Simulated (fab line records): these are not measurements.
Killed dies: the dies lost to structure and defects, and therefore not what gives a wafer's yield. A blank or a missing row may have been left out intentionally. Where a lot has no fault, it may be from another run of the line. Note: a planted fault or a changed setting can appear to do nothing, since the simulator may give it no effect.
Split-lot study	flow n5_finfet	21 wafers read across 7 lots, on a route 1938 steps long

## ON THE SPLIT
At N5_BEOL_M5_EXPOSE_25 (exposes mask V4, defocus 10 nm), the setting dose_mj was moved away from the recipe's 52.75 on 6 of the 21 wafers read, by -3.7% to +6.1%. The other wafers ran this setting at the recipe's value.

## FROM THE SPLIT TO THE READING: what the file shows between them, 2 steps
- N5_BEOL_M5_PEB_26: peb time 60 s
- N5_BEOL_M5_DEVELOP_27: develop time 30 s

## THE READING
cd_nm, in nm, at N5_BEOL_M5_CD_MEAS_28 (target cd 30.6 nm, target cd y 20 nm). A value of 30.65 nm with a standard deviation of 0.25 nm is what fault-free wafers of this fab line usually give.

wafer	tool, chamber at the split	dose_mj as run	against the recipe	cd_nm, nm	against lot-mates on the recipe
L078.1	euv_scanner-02, 0	51.76	-1.9%	30.12	-0.64
L078.3	euv_scanner-02, 0	52.75	recipe	30.91	-
L078.4	euv_scanner-02, 0	52.75	recipe	30.62	-
L079.2	euv_scanner-02, 0	55.97	+6.1%	31.84	+1.21
L079.5	euv_scanner-02, 0	55.97	+6.1%	31.92	+1.29
L079.6	euv_scanner-02, 0	52.75	recipe	30.63	-
L081.3	euv_scanner-02, 0	50.8	-3.7%	29.73	-0.39
L081.5	euv_scanner-02, 0	52.75	recipe	30.12	-
L081.6	euv_scanner-02, 0	50.8	-3.7%	29.09	-1.03
L083.3	euv_scanner-02, 0	52.75	recipe	30.33	-
L083.4	euv_scanner-02, 0	52.75	recipe	30.56	-
L083.5	euv_scanner-02, 0	52.75	recipe	30.65	-
L085.3	euv_scanner-02, 0	52.75	recipe	30.57	-
L085.4	euv_scanner-02, 0	52.75	recipe	30.54	-
L085.5	euv_scanner-02, 0	52.75	recipe	30.48	-
L090.1	euv_scanner-02, 0	52.75	recipe	30.45	-
L090.3	euv_scanner-02, 0	52.75	recipe	30.86	-
L090.4	euv_scanner-02, 0	52.75	recipe	30.73	-
L095.4	euv_scanner-02, 0	52.75	recipe	30.88	-
L095.5	euv_scanner-02, 0	52.75	recipe	30.63	-
L095.6	euv_scanner-02, 0	55.72	+5.6%	31.76	+1.01

FIT RESULTS
A straight line over all 21 wafers: cd_nm changes by +0.236 nm for each +1% of dose_mj; r = +0.94; the points scatter about the line by 0.23 nm.
The same after taking each lot's own level away (the mean of its wafers on the recipe; 21 wafers): +0.201 nm for each +1%; r = +0.96; scatter 0.16 nm.
The reading moves by 1.2 nm for the largest change in dose_mj, on that fit.
The lots' own levels span 30.120 to 30.765 nm, that is 2.6 times the standard deviation above.
Thus the slope moves with the lot-to-lot level: the two fits are different.
Check: with one of the wafers moved furthest among these (+6.1%) left out of the fit, the line predicts +1.21 nm for it against its lot-mates. Against them it came out at +1.21 nm.

## OTHER SPLITS APPLIED TO THESE WAFERS
These wafers also went through other splits before the reading. Each is held against what the fit with the lots' levels taken away leaves over:
other split on the same wafers	wafers away from the commonest value	r with cd_nm (lot level and that fit taken away)
N5_BEOL_M3_TRENCH_ETCH_37 source_w	9	-0.50
N5_BEOL_M4_TRENCH_ETCH_37 bias_w	9	+0.27
N5_BEOL_M5_ILD_DEP_00 time_s	7	-0.13

## THE WHOLE CHAIN: every reading that the file lists as answering this split, in the file's order
step	what it does	reading	change (the file's fit)	r (the file's)
N5_BEOL_M5_CD_MEAS_28	target cd 30.6 nm, target cd y 20 nm	cd_nm	+0.199 nm for each +1% of the setting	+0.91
N5_BEOL_M5_ETCH_75	etches underlayer in N2/H2, target depth 6.5 nm, time 5.2 s	BEOL_M5.cd_nm (the simulator's own value, which no gauge read)	+0.237 nm for each +1% of the setting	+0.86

## THE FILE'S OWN FIT
cd_nm changes by +0.199 nm for each +1% of dose_mj, r = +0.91.
